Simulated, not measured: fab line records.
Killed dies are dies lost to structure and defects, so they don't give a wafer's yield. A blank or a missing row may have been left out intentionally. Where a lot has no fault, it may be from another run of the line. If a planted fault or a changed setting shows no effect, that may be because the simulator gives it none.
fab line records	flow n5Finfet
record: lots: 7	wafers: 21
route steps=1938 shown BEOL_M10@1500 BEOL_M12@1605 BEOL_M13@1659
startH: hours from the record's opening day to when the first of the lot's shown wafers began	waitH: how many hours have passed since the lot's step before this one	" unchanged from the row above	L1.1+2: a single row standing in for several wafers	- no value, or no start was given	* or withheld: withheld	< > ~ a bound
route shown NAME@n: NAME is a module with steps in the file, n the number in the route of the first one	usual: mean/standard deviation taken from wafers without a fault	same: alike in all rows	chamber/n: place in a boat	sites: the reading at each site	_std_site: the values' standard deviation	_edge_site: inner sites' mean taken away from outer sites' mean	radiusMm: for every site, how far away it sits from the centre of the wafer	mask NAME#n: copy n	behind: the most recent tool/chamber to have shaped the wafer	hold: why the lot went on hold/how many hours it stayed there/how the hold came to an end	device: which transistor (n, p or np) failed to switch	end of line: tests of these same wafers at the route's end	a step with no rows: only its recipe	killed: count of dies lost to structure and defects at first sort (not the wafer's yield)	map: shows each die of a wafer: x if killed, . if not, _ if none is there
set.NAME: the setting that was run; set.NAME@STEP: the one run at that earlier step	model.NAME: the simulator's own value behind a step, which no gauge read
lots with deliberately changed settings; one table per step, one row per wafer
== steps ==
step: N5_BEOL_M10_PEB_26
recipe: pebTempC: withheld	pebTimeS: 60	resist: CAR-ArF
lot.wafer	tool	chamber	startH	waitH	set.pebTimeS
L084.3+4	lithoTrack-04	0	285.92	0.0	52.51
L084.5	"	0	"	"	60
L086.3+5+6	lithoTrack-02	0	293.32	0.0	60
L090.3+4+6	lithoTrack-04	0	313.30	0.0	60
L089.1+2	lithoTrack-04	0	323.01	0.1	60
L089.6	"	0	"	"	54.54
L091.3+4+6	lithoTrack-02	0	344.66	0.0	60
L094.1+2+5	lithoTrack-04	0	352.72	0.1	60
L097.1+2+6	lithoTrack-02	0	368.46	0.1	60
step: N5_BEOL_M10_DEVELOP_27
recipe: developTimeS: 30	developer: TMAH	resist: CAR-ArF	rinseLiquid: diw	dry: airSpin	devTempC: 23
step: N5_BEOL_M10_CD_MEAS_28
recipe: targetCdNm: 70	landingEnergyEv: 500	detector: seInlens	polarity: opening
usual: cdNm: 70.5/0.93
lot.wafer	tool	chamber	startH	waitH	set.pebTimeS@BEOL_M10_PEB_26	cdNm
L084.3	cdSem-02	0	285.99	-	52.51	63.3
L084.4	"	0	"	"	52.51	64.0
L084.5	"	0	"	"	60	69.6
L086.3	cdSem-01	0	293.38	-	60	71.4
L086.5	"	0	"	"	60	69.5
L086.6	"	0	"	"	60	70.3
L090.3	cdSem-02	0	313.37	-	60	69.3
L090.4	"	0	"	"	60	69.1
L090.6	"	0	"	"	60	70.1
L089.1	cdSem-03	0	323.08	-	60	70.7
L089.2	"	0	"	"	60	70.8
L089.6	"	0	"	"	54.54	65.0
L091.3	cdSem-03	0	344.73	-	60	69.7
L091.4	"	0	"	"	60	70.7
L091.6	"	0	"	"	60	70.5
L094.1	cdSem-03	0	352.79	-	60	70.5
L094.2	"	0	"	"	60	70.5
L094.5	"	0	"	"	60	71.0
L097.1	cdSem-02	0	368.52	-	60	70.2
L097.2	"	0	"	"	60	70.4
L097.6	"	0	"	"	60	71.1
step: N5_BEOL_M10_DESCUM_33
recipe: chemistry: O2	timeS: 7.9	sourcePowerW: 50	biasPowerW: 20	pressureMtorr: 20	rfFrequencyHz: 2.712e+07	tempC: 40	resist: CAR-ArF	o2FlowSccm: 225
lot.wafer	tool	chamber	startH	waitH	set.spinRpm@BEOL_M10_COAT_22	model.CAR-ArF_of_BEOL_M10_COAT_22.thkNm
L084.3	rieDiel-01	1	286.08	0.0	1412	86.2
L084.4	"	0	"	"	1500	83.4
L084.5	"	0	"	"	1412	86.4
L086.3	rieDiel-02	1	293.93	0.5	1364	87.6
L086.5	"	3	"	"	1500	83
L086.6	"	2	"	"	1500	83.4
L090.3	rieDiel-01	1	313.46	0.0	1500	83.2
L090.4	"	2	"	"	1500	83
L090.6	"	0	"	"	1500	83.4
L089.1	rieDiel-03	2	323.17	0.0	1500	83.8
L089.2	"	0	"	"	1335	89.4
L089.6	"	2	"	"	1500	83.6
L091.3	rieDiel-03	1	345.17	0.4	1576	81.2
L091.4	"	0	"	"	1500	83.6
L091.6	"	3	"	"	1500	83.4
L094.1	rieDiel-02	3	352.88	0.0	1500	83.4
L094.2+5	"	2	"	"	1500	83.2
L097.1	rieDiel-02	3	368.61	0.0	1500	83.4
L097.2	"	0	"	"	1636	79.8
L097.6	"	1	"	"	1500	83.6
step: N5_BEOL_M10_ETCH_65
recipe: chemistry: CF4	target: SiARC	targetDepthA: 390	maskMaterial: CAR-ArF	timeS: 65	ionEnergyEv: 80	pressureMtorr: 40	sourceW: 545	biasW: 36	Ar_flow_sccm: 100	cf4FlowSccm: 100	ends: cleared
lot.wafer	tool	chamber	startH	waitH	set.spinRpm@BEOL_M10_COAT_22	model.CAR-ArF_of_BEOL_M10_COAT_22.thkNm
L084.3	rieDiel-01	1	286.11	0.0	1412	58.2
L084.4	"	0	"	"	1500	55.4
L084.5	"	0	"	"	1412	58.4
L086.3	rieDiel-02	1	293.97	0.0	1364	59.8
L086.5	"	3	"	"	1500	55.2
L086.6	"	2	"	"	1500	55.6
L090.3	rieDiel-01	1	313.49	0.0	1500	55.2
L090.4	"	2	"	"	1500	55
L090.6	"	0	"	"	1500	55.4
L089.1	rieDiel-03	2	323.21	0.0	1500	56
L089.2	"	0	"	"	1335	61.4
L089.6	"	2	"	"	1500	55.8
L091.3	rieDiel-03	1	345.21	0.0	1576	53.4
L091.4	"	0	"	"	1500	55.8
L091.6	"	3	"	"	1500	55.6
L094.1+2	rieDiel-02	3,2	352.91	0.0	1500	55.4
L094.5	"	2	"	"	1500	55.2
L097.1+6	rieDiel-02	3,1	368.65	0.0	1500	55.6
L097.2	"	0	"	"	1636	51.8
step: N5_BEOL_M12_COAT_04
recipe: spinRpm: 1625	resistThkNm: 400
lot.wafer	tool	chamber	startH	waitH	set.spinRpm	model.coat_of_BEOL_M12_COAT_04.thkNm
L084.3	lithoTrack-02	0	-	-	1625	399.2
L084.4	"	0	"	"	1625	400.2
L084.5	"	0	"	"	1625	400.8
L086.3	lithoTrack-04	0	-	-	1625	401
L086.5	"	0	"	"	1625	400.6
L086.6	"	0	"	"	1625	399.8
L090.3	lithoTrack-02	0	-	-	1625	399.8
L090.4	"	0	"	"	1743	386.8
L090.6	"	0	"	"	1625	400.2
L089.1	lithoTrack-01	0	-	-	1750	385.6
L089.2+6	"	0	"	"	1750	385.8
L091.3	lithoTrack-04	0	-	-	1625	402.2
L091.4	"	0	"	"	1625	401.6
L091.6	"	0	"	"	1497	419.4
L094.1+2	lithoTrack-01	0	-	-	1625	397.4
L094.5	"	0	"	"	1625	398.8
L097.1	lithoTrack-04	0	-	-	1625	399.2
L097.2	"	0	"	"	1625	401
L097.6	"	0	"	"	1625	402
step: N5_BEOL_M12_EBR_06
recipe: solvent: PGMEA	ebrWidthMm: 1.5
step: N5_BEOL_M12_SOFTBAKE_05
recipe: tempC: 130	timeS: 60
step: N5_BEOL_M12_DESCUM_15
recipe: chemistry: O2	timeS: 7.9	sourcePowerW: 50	biasPowerW: 20	pressureMtorr: 20	rfFrequencyHz: 2.712e+07	tempC: 40	o2FlowSccm: 225
lot.wafer	tool	chamber	startH	waitH	set.spinRpm@BEOL_M12_COAT_04	model.coat_of_BEOL_M12_COAT_04.thkNm
L084.3	rieDiel-01	0	296.95	0.0	1625	381.2
L084.4	"	3	"	"	1625	382
L084.5	"	1	"	"	1625	382.8
L086.3	rieDiel-03	3	307.74	0.0	1625	383
L086.5	"	1	"	"	1625	382.6
L086.6	"	0	"	"	1625	381.8
L090.3	rieDiel-03	2	327.42	0.0	1625	381.8
L090.4	"	1	"	"	1743	368.6
L090.6	"	2	"	"	1625	382.2
L089.1+6	rieDiel-03	2,1	334.48	0.0	1750	367.6
L089.2	"	3	"	"	1750	367.8
L091.3	rieDiel-01	3	357.58	0.2	1625	384
L091.4	"	2	"	"	1625	383.2
L091.6	"	0	"	"	1497	401.4
L094.1	rieDiel-01	0	366.05	0.0	1625	379.4
L094.2	"	2	"	"	1625	379.2
L094.5	"	3	"	"	1625	380.6
L097.1	rieDiel-01	0	380.93	0.0	1625	381.2
L097.2	"	2	"	"	1625	382.8
L097.6	"	0	"	"	1625	384
step: N5_BEOL_M12_ETCH_59
recipe: chemistry: N2/H2	target: BARC	targetDepthA: 890	overetchA: 267	timeS: 67.9	ionEnergyEv: 200	pressureMtorr: 30	sourceW: 840	biasW: 150	n2FlowSccm: 200	h2FlowSccm: 200
lot.wafer	tool	chamber	startH	waitH	set.spinRpm@BEOL_M12_COAT_04	model.coat_of_BEOL_M12_COAT_04.thkNm
L084.3	rieDiel-01	0	296.98	0.0	1625	322
L084.4	"	3	"	"	1625	315.8
L084.5	"	1	"	"	1625	321.4
L086.3+6	rieDiel-03	3,0	307.78	0.0	1625	319.6
L086.5	"	1	"	"	1625	315.8
L090.3	rieDiel-03	2	327.45	0.0	1625	321
L090.4	"	1	"	"	1743	303.2
L090.6	"	2	"	"	1625	321.6
L089.1	rieDiel-03	2	334.52	0.0	1750	307
L089.2	"	3	"	"	1750	304.6
L089.6	"	1	"	"	1750	302.2
L091.3	rieDiel-01	3	357.61	0.0	1625	316
L091.4	"	2	"	"	1625	317
L091.6	"	0	"	"	1497	343.2
L094.1	rieDiel-01	0	366.09	0.0	1625	321
L094.2	"	2	"	"	1625	313.4
L094.5	"	3	"	"	1625	312.4
L097.1	rieDiel-01	0	380.96	0.0	1625	322.6
L097.2	"	2	"	"	1625	316.6
L097.6	"	0	"	"	1625	325.6
step: N5_BEOL_M12_VIA_ETCH_16
recipe: chemistry: C4F8/O2/Ar	target: SiOC	pressureMtorr: 30	sourceW: 3000	biasW: 700	Ar_flow_sccm: 400	C4F8_flow_sccm: 15	O2_flow_sccm: 8	heInnerTorr: 15	heOuterTorr: 30	targetDepthA: 7248	timeS: withheld	ionEnergyEv: 250	ends: cleared
lot.wafer	tool	chamber	startH	waitH	set.spinRpm@BEOL_M12_COAT_04	model.coat_of_BEOL_M12_COAT_04.thkNm
L084.3	rieDiel-01	0	297.04	0.0	1625	131.2
L084.4	"	3	"	"	1625	120
L084.5	"	1	"	"	1625	126
L086.3	rieDiel-03	3	307.83	0.0	1625	131
L086.5	"	1	"	"	1625	124.4
L086.6	"	0	"	"	1625	124.2
L090.3	rieDiel-03	2	327.50	0.0	1625	132.6
L090.4	"	1	"	"	1743	106
L090.6	"	2	"	"	1625	127
L089.1	rieDiel-03	2	334.57	0.0	1750	115
L089.2	"	3	"	"	1750	116.4
L089.6	"	1	"	"	1750	113.6
L091.3	rieDiel-01	3	357.66	0.0	1625	123.4
L091.4	"	2	"	"	1625	123.2
L091.6	"	0	"	"	1497	147.2
L094.1	rieDiel-01	0	366.14	0.0	1625	129.8
L094.2	"	2	"	"	1625	121.8
L094.5	"	3	"	"	1625	118
L097.1	rieDiel-01	0	381.01	0.0	1625	133
L097.2	"	2	"	"	1625	124.6
L097.6	"	0	"	"	1625	131.2
step: N5_BEOL_M12_STRIP_63
recipe: chemistry: N2/H2	powerW: 1000	tempC: 250	h2Frac: 0.65	overashFraction: 0.3	pressureMtorr: 1000	n2FlowSccm: 1750	h2FlowSccm: 3250
usual: stripTimeToEndpointS: 42.7/1.2
lot.wafer	tool	chamber	startH	waitH	set.spinRpm@BEOL_M12_COAT_04	stripTimeToEndpointS
L084.3	plasmaAsher-01	0	297.25	-	1625	44.7
L084.4	"	1	"	"	1625	41.7
L084.5	"	1	"	"	1625	43.3
L086.3	plasmaAsher-01	0	308.05	-	1625	44.6
L086.5	"	0	"	"	1625	42.8
L086.6	"	1	"	"	1625	42.8
L090.3	plasmaAsher-02	1	327.72	-	1625	45.0
L090.4	"	0	"	"	1743	37.9
L090.6	"	1	"	"	1625	43.5
L089.1	plasmaAsher-01	1	334.79	-	1750	40.3
L089.2	"	0	"	"	1750	40.7
L089.6	"	1	"	"	1750	39.9
L091.3	plasmaAsher-02	1	357.88	-	1625	42.6
L091.4	"	0	"	"	1625	42.5
L091.6	"	0	"	"	1497	48.9
L094.1	plasmaAsher-02	0	366.34	-	1625	44.3
L094.2	"	1	"	"	1625	42.2
L094.5	"	1	"	"	1625	41.1
L097.1	plasmaAsher-02	1	381.21	-	1625	45.2
L097.2	"	0	"	"	1625	42.9
L097.6	"	1	"	"	1625	44.7
step: N5_BEOL_M13_ILD_DEP_00
recipe: material: SiOC	targetThkA: 8379.2	tempC: 350	precursor: DEMS/O2	pressureTorr: 5	rfW: 500	timeS: 166.4
lot.wafer	tool	chamber	startH	waitH	set.timeS	model.SiOC_of_BEOL_M13_ILD_DEP_00.thkNm
L084.3	pecvd-01	2	306.14	0.0	166.4	818
L084.4	"	1	"	"	166.4	845.4
L084.5	"	0	"	"	149.9	760.6
L086.3	pecvd-04	0	314.31	0.0	156.9	793.8
L086.5	"	1	"	"	156.9	802.4
L086.6	"	2	"	"	166.4	840.8
L090.3	pecvd-01	1	332.43	0.0	150	736.6
L090.4	"	1	"	"	150	746
L090.6	"	2	"	"	166.4	830.6
L089.1	pecvd-01	0	339.83	0.0	159.6	797.2
L089.2	"	2	"	"	166.4	831.2
L089.6	"	1	"	"	166.4	823.2
L091.3	pecvd-02	0	364.23	0.0	176	876.2
L091.4	"	2	"	"	166.4	844.8
L091.6	"	1	"	"	166.4	843.6
L094.1	pecvd-01	0	371.13	0.0	166.4	859.8
L094.2	"	1	"	"	166.4	842.8
L094.5	"	1	"	"	166.4	848.2
L097.1	pecvd-02	0	387.10	0.0	150.8	742.8
L097.2	"	1	"	"	150.8	744.4
L097.6	"	1	"	"	166.4	842.6
step: N5_BEOL_M13_THK_MEAS_01
recipe: reads: SiOC_of_BEOL_M13_ILD_DEP_00
usual: M13_ILD_THK: 836/12
lot.wafer	tool	chamber	startH	waitH	set.timeS@BEOL_M13_ILD_DEP_00	M13_ILD_THK[nm]
L084.3	filmMetro-01	-	306.29	0.1	166.4	818
L084.4	"	-	"	"	166.4	845
L084.5	"	-	"	"	149.9	760
L086.3	filmMetro-01	-	314.46	0.1	156.9	793
L086.5	"	-	"	"	156.9	803
L086.6	"	-	"	"	166.4	841
L090.3	filmMetro-01	-	332.58	0.1	150	736
L090.4	"	-	"	"	150	746
L090.6	"	-	"	"	166.4	831
L089.1	filmMetro-02	-	339.98	0.1	159.6	798
L089.2	"	-	"	"	166.4	831
L089.6	"	-	"	"	166.4	824
L091.3	filmMetro-01	-	364.38	0.1	176	876
L091.4	"	-	"	"	166.4	845
L091.6	"	-	"	"	166.4	844
L094.1	filmMetro-02	-	371.29	0.1	166.4	859
L094.2	"	-	"	"	166.4	843
L094.5	"	-	"	"	166.4	848
L097.1	filmMetro-01	-	387.25	0.1	150.8	743
L097.2	"	-	"	"	150.8	744
L097.6	"	-	"	"	166.4	843
step: N5_BEOL_M13_EXPOSE_07
recipe: maskId: V12	na: 0.93	sourceShape: conventional	sigmaOuter: 0.6	polarization: unpolarized	attpsmPhaseDeg: 180	doseMj: 24.8
lot.wafer	tool	chamber	startH	waitH	mask	set.doseMj
L084.3	krfScanner-01	0	306.43	-	V12#0	26.59
L084.4+5	"	0	"	"	V12#0	24.8
L086.3+5	krfScanner-01	0	314.60	-	V12#0	24.8
L086.6	"	0	"	"	V12#0	24.28
L090.3	krfScanner-02	0	332.85	-	V12#0	24.8
L090.4+6	"	0	"	"	V12#0	25.44
L089.1+6	krfScanner-01	0	340.24	-	V12#0	25.84
L089.2	"	0	"	"	V12#0	24.8
L091.3+6	krfScanner-02	0	364.52	-	V12#0	23.33
L091.4	"	0	"	"	V12#0	24.8
L094.1+2+5	krfScanner-01	0	372.72	-	V12#0	24.8
L097.1+2	krfScanner-02	0	387.51	-	V12#0	24.8
L097.6	"	0	"	"	V12#0	23.91
step: N5_BEOL_M13_PEB_08
recipe: pebTempC: 130	pebTimeS: 90
step: N5_BEOL_M13_DEVELOP_09
recipe: developTimeS: 45	rinseLiquid: diw	dry: airSpin	devTempC: 21
step: N5_BEOL_M13_HARDBAKE_14
recipe: tempC: 130	timeS: 120
step: N5_BEOL_M13_CD_MEAS_10
recipe: targetCdNm: 190	landingEnergyEv: 500	detector: seInlens	polarity: opening
usual: cdNm: 189.6/1.7
lot.wafer	tool	chamber	startH	waitH	set.doseMj@BEOL_M13_EXPOSE_07	cdNm
L084.3	cdSem-03	0	306.60	-	26.59	194.7
L084.4	"	0	"	"	24.8	190.4
L084.5	"	0	"	"	24.8	188.9
L086.3	cdSem-02	0	314.77	-	24.8	191.7
L086.5	"	0	"	"	24.8	190.6
L086.6	"	0	"	"	24.28	190.0
L090.3	cdSem-02	0	333.01	-	24.8	189.7
L090.4	"	0	"	"	25.44	192.6
L090.6	"	0	"	"	25.44	193.2
L089.1	cdSem-01	0	340.41	-	25.84	191.7
L089.2	"	0	"	"	24.8	190.4
L089.6	"	0	"	"	25.84	193.1
L091.3	cdSem-01	0	364.68	-	23.33	184.2
L091.4	"	0	"	"	24.8	190.5
L091.6	"	0	"	"	23.33	183.5
L094.1	cdSem-01	0	372.89	-	24.8	193.9
L094.2	"	0	"	"	24.8	191.3
L094.5	"	0	"	"	24.8	191.5
L097.1	cdSem-02	0	387.68	-	24.8	189.6
L097.2	"	0	"	"	24.8	190.4
L097.6	"	0	"	"	23.91	186.9
step: N5_BEOL_M13_DESCUM_15
recipe: chemistry: O2	timeS: 7.9	sourcePowerW: 50	biasPowerW: 20	pressureMtorr: 20	rfFrequencyHz: 2.712e+07	tempC: 40	o2FlowSccm: 225
step: N5_BEOL_M13_ETCH_59
recipe: chemistry: N2/H2	target: BARC	targetDepthA: 890	overetchA: 267	timeS: 67.9	ionEnergyEv: 200	pressureMtorr: 30	sourceW: 840	biasW: 150	n2FlowSccm: 200	h2FlowSccm: 200
step: N5_BEOL_M13_VIA_ETCH_16
recipe: chemistry: C4F8/O2/Ar	target: SiOC	pressureMtorr: 30	sourceW: 3000	biasW: 700	Ar_flow_sccm: 400	C4F8_flow_sccm: 15	O2_flow_sccm: 8	heInnerTorr: 15	heOuterTorr: 30	targetDepthA: 9217	timeS: withheld	ionEnergyEv: 250	ends: cleared
lot.wafer	tool	chamber	startH	waitH	set.timeS@BEOL_M13_ILD_DEP_00	model.etch.depthNm	model.coat_of_BEOL_M13_COAT_04.thkNm
L084.3	rieDiel-04	2	306.77	0.0	*	817.9	81.4
L084.4	"	0	"	"	*	845.4	70
L084.5	"	3	"	"	*	760.6	93
L086.3	rieDiel-04	0	314.94	0.0	*	793.8	85.6
L086.5	"	3	"	"	*	802.4	79.2
L086.6	"	0	"	"	*	840.8	70
L090.3	rieDiel-04	2	333.18	0.0	*	736.5	105
L090.4	"	0	"	"	*	746	99.4
L090.6	"	2	"	"	*	830.6	76.4
L089.1	rieDiel-05	3	340.58	0.0	*	797.3	80.8
L089.2	"	2	"	"	*	831.2	69.2
L089.6	"	0	"	"	*	823.2	78
L091.3	rieDiel-06	0	364.86	0.0	*	876.2	61.8
L091.4	"	2	"	"	*	844.8	71.4
L091.6	"	0	"	"	*	843.6	69.6
L094.1	rieDiel-04	1	373.09	0.0	*	859.7	62.8
L094.2	"	3	"	"	*	842.9	64.6
L094.5	"	3	"	"	*	848.3	64
L097.1	rieDiel-05	0	387.86	0.0	*	742.7	98.4
L097.2	"	3	"	"	*	744.3	93.8
L097.6	"	2	"	"	*	842.6	64.6
step: N5_BEOL_M13_STRIP_63
recipe: chemistry: N2/H2	powerW: 1000	tempC: 250	h2Frac: 0.65	overashFraction: 0.3	pressureMtorr: 1000	n2FlowSccm: 1750	h2FlowSccm: 3250
usual: stripTimeToEndpointS: 28.2/1.3
lot.wafer	tool	chamber	startH	waitH	set.timeS@BEOL_M13_ILD_DEP_00	stripTimeToEndpointS
L084.3	plasmaAsher-01	1	307.02	-	166.4	31.0
L084.4	"	0	"	"	166.4	27.6
L084.5	"	0	"	"	149.9	34.2
L086.3	plasmaAsher-02	0	315.19	-	156.9	32.2
L086.5	"	0	"	"	156.9	30.4
L086.6	"	1	"	"	166.4	27.7
L090.3	plasmaAsher-02	1	333.44	-	150	37.6
L090.4	"	0	"	"	150	36.1
L090.6	"	0	"	"	166.4	29.5
L089.1	plasmaAsher-01	1	340.82	-	159.6	30.8
L089.2	"	0	"	"	166.4	27.4
L089.6	"	0	"	"	166.4	30.0
L091.3	plasmaAsher-01	0	365.11	-	176	25.2
L091.4	"	1	"	"	166.4	28.1
L091.6	"	0	"	"	166.4	27.6
L094.1	plasmaAsher-01	1	373.32	-	166.4	25.5
L094.2	"	0	"	"	166.4	26.1
L094.5	"	1	"	"	166.4	25.9
L097.1	plasmaAsher-01	0	388.09	-	150.8	35.8
L097.2	"	1	"	"	150.8	34.5
L097.6	"	0	"	"	166.4	26.1
== key ==
split: step: N5_BEOL_M10_PEB_26	setting: pebTimeS	stated: 60	by: wafer
response: step: N5_BEOL_M10_CD_MEAS_28	reading: cdNm	change: +0.529	per: 1%	r: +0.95
split: step: N5_BEOL_M12_COAT_04	setting: spinRpm	stated: 1625	by: wafer
response: step: N5_BEOL_M12_COAT_04	reading: model.coat_of_BEOL_M12_COAT_04.thkNm	change: -2.04	per: 1%	r: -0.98
response: step: N5_BEOL_M12_DESCUM_15	reading: model.coat_of_BEOL_M12_COAT_04.thkNm	change: -2.07	per: 1%	r: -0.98
response: step: N5_BEOL_M12_ETCH_59	reading: model.coat_of_BEOL_M12_COAT_04.thkNm	change: -2.98	per: 1%	r: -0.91
response: step: N5_BEOL_M12_VIA_ETCH_16	reading: model.coat_of_BEOL_M12_COAT_04.thkNm	change: -3.15	per: 1%	r: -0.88
response: step: N5_BEOL_M12_STRIP_63	reading: stripTimeToEndpointS	change: *	per: 1%	r: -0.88
split: step: N5_BEOL_M13_ILD_DEP_00	setting: timeS	stated: 166.4	by: wafer
response: step: N5_BEOL_M13_ILD_DEP_00	reading: model.SiOC_of_BEOL_M13_ILD_DEP_00.thkNm	change: +8.37	per: 1%	r: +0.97
response: step: N5_BEOL_M13_THK_MEAS_01	reading: M13_ILD_THK	change: +8.39	per: 1%	r: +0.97
response: step: N5_BEOL_M13_VIA_ETCH_16	reading: model.etch.depthNm	change: +8.38	per: 1%	r: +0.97
response: step: N5_BEOL_M13_VIA_ETCH_16	reading: model.coat_of_BEOL_M13_COAT_04.thkNm	change: -2.38	per: 1%	r: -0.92
response: step: N5_BEOL_M13_STRIP_63	reading: stripTimeToEndpointS	change: *	per: 1%	r: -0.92
split: step: N5_BEOL_M13_EXPOSE_07	setting: doseMj	stated: 24.8	by: wafer
response: step: N5_BEOL_M13_CD_MEAS_10	reading: cdNm	change: +0.822	per: 1%	r: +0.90
split outsideThisFile step=N5_BEOL_M10_COAT_22 setting=spinRpm
split outsideThisFile: this setting was split too, and the file shows its column; the key of that split is in another file
